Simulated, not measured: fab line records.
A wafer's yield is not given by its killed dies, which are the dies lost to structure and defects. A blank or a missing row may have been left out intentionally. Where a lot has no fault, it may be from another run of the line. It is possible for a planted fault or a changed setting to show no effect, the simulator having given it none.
Matching of chambers :: flow n5Finfet :: N5_BEOL_M12_ETCH_68 on rieDiel-05 has 4 sister chambers
The step etches SOC in N2/H2, time 285 s. 8 wafers are shown with their chamber, then 8 later ones without.

== WAFERS WITH THEIR CHAMBER ==
wafer: L075.4
chamber: 3
showerheadPlenumPTorr (Torr): 2.61
throttleValvePct (%): 18.15

wafer: L089.1
chamber: 2
showerheadPlenumPTorr (Torr): 2.60
throttleValvePct (%): 17.52

wafer: L089.2
chamber: 0
showerheadPlenumPTorr (Torr): 2.46
throttleValvePct (%): 17.54

wafer: L089.4
chamber: 2
showerheadPlenumPTorr (Torr): 2.60
throttleValvePct (%): 17.52

wafer: L089.5
chamber: 0
showerheadPlenumPTorr (Torr): 2.46
throttleValvePct (%): 17.53

wafer: L090.3
chamber: 3
showerheadPlenumPTorr (Torr): 2.60
throttleValvePct (%): 17.76

wafer: L090.5
chamber: 1
showerheadPlenumPTorr (Torr): 2.48
throttleValvePct (%): 17.50

wafer: L093.2
chamber: 1
showerheadPlenumPTorr (Torr): 2.47
throttleValvePct (%): 17.50

== WAFERS MISSING THEIR CHAMBER ==
wafer: L093.3
showerheadPlenumPTorr (Torr): 2.46
throttleValvePct (%): 17.55

wafer: L093.5
showerheadPlenumPTorr (Torr): 2.60
throttleValvePct (%): 17.78

wafer: L092.2
showerheadPlenumPTorr (Torr): 2.46
throttleValvePct (%): 17.55

wafer: L092.3
showerheadPlenumPTorr (Torr): 2.60
throttleValvePct (%): 17.80

wafer: L092.6
showerheadPlenumPTorr (Torr): 2.60
throttleValvePct (%): 17.78

wafer: L094.1
showerheadPlenumPTorr (Torr): 2.60
throttleValvePct (%): 17.77

wafer: L094.5
showerheadPlenumPTorr (Torr): 2.46
throttleValvePct (%): 17.54

wafer: L094.6
showerheadPlenumPTorr (Torr): 2.47
throttleValvePct (%): 17.50

== WHICH CHAMBER EACH WENT THROUGH ==
wafer: L093.3
from the rows above: 0
in truth: 0

wafer: L093.5
from the rows above: can't be placed: 3 or 2
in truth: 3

wafer: L092.2
from the rows above: 0
in truth: 0

wafer: L092.3
from the rows above: can't be placed: 3 or 2
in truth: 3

wafer: L092.6
from the rows above: can't be placed: 3 or 2
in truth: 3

wafer: L094.1
from the rows above: can't be placed: 3 or 2
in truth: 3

wafer: L094.5
from the rows above: 0
in truth: 0

wafer: L094.6
from the rows above: can't be placed: 1 or 0
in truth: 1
Correctly placed: 3 of 8. From these rows, 5 cannot be placed; in 5 the true chamber is one of the candidates. Placed wrongly: 0.
How it was worked out, from the rows above alone: a wafer's distance from a chamber is the root of the sum, over the readings, of the square of ((its reading less the chamber's mean) divided by the reading's scatter). The wafer belongs to the nearest chamber; if the next one is less than 2 further off, it can't be placed. The mean given for a chamber averages the wafers shown for that chamber. The scatter is the square root of a quotient: the sum, over the shown wafers, of each reading's squared deviation from its chamber's mean, divided by wafers minus chambers.
